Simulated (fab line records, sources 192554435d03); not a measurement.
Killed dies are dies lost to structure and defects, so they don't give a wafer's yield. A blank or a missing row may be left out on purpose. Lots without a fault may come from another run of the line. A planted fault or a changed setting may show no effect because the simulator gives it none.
Chamber matching | flow n5_finfet | N5_BEOL_M0_STRIP_140 on rie_diel-04: 4 sister chambers
The step strips in CF4. 14 wafers are shown with their chamber, then 6 later ones without.

WAFERS WITH THEIR CHAMBER
wafer  | chamber | drypump_motor_current_A (A) | oes_product_au (a.u.) | showerhead_plenum_p_Torr (Torr)
L313.1 | 2       | 5.1                         | 0.71                  | 1.78
L313.3 | 3       | 5.1                         | 0.71                  | 1.85
L313.5 | 1       | 5.6                         | 0.93                  | 1.76
L315.4 | 3       | 5.1                         | 0.71                  | 1.85
L315.5 | 2       | 5.1                         | 0.71                  | 1.78
L315.6 | 1       | 5.6                         | 0.92                  | 1.75
L320.1 | 1       | 5.6                         | 0.91                  | 1.75
L320.2 | 0       | 6.1                         | 0.67                  | 1.71
L320.4 | 2       | 5.1                         | 0.70                  | 1.78
L323.4 | 2       | 5.2                         | 0.70                  | 1.78
L323.5 | 2       | 5.2                         | 0.70                  | 1.78
L323.6 | 3       | 5.1                         | 0.69                  | 1.84
L333.2 | 0       | 6.1                         | 0.91                  | 1.91
L333.6 | 0       | 6.1                         | 0.90                  | 1.91

SIGNATURES (means of the wafers above)
reading                  | chamber 0 | chamber 1 | chamber 2 | chamber 3 | scatter within a chamber
drypump_motor_current_A  | 6.100     | 5.600     | 5.140     | 5.100     | 0.0346
oes_product_au           | 0.8267    | 0.9200    | 0.7040    | 0.7033    | 0.0612
showerhead_plenum_p_Torr | 1.8433    | 1.7533    | 1.7800    | 1.8467    | 0.0518
Rule: a wafer's distance from a chamber is the root of the sum, over the readings, of the square of ((its reading less the chamber's mean) divided by the reading's scatter). The wafer belongs to the nearest chamber; if the next one is less than 2 further off, it can't be placed. The scatter: the root of (the sum of the squares of (reading less its chamber's mean) over the shown wafers, divided by (wafers less chambers)).

WAFERS WITHOUT THEIR CHAMBER
wafer  | drypump_motor_current_A (A) | oes_product_au (a.u.) | showerhead_plenum_p_Torr (Torr)
L335.3 | 6.1                         | 0.90                  | 1.91
L335.4 | 5.6                         | 0.85                  | 1.74
L335.6 | 6.1                         | 0.88                  | 1.91
L336.3 | 5.2                         | 0.67                  | 1.77
L336.4 | 5.6                         | 0.84                  | 1.74
L336.5 | 5.1                         | 0.95                  | 1.83

WHICH CHAMBER EACH WENT THROUGH
wafer  | from the rows above     | in truth
L335.3 | 0                       | 0
L335.4 | 1                       | 1
L335.6 | 0                       | 0
L336.3 | can't be placed: 2 or 3 | 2
L336.4 | 1                       | 1
L336.5 | can't be placed: 3 or 2 | 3
Placed correctly: 4 of 6. Can't be placed from these rows: 2 (the true chamber is among the candidates in 2). Placed wrongly: 0.
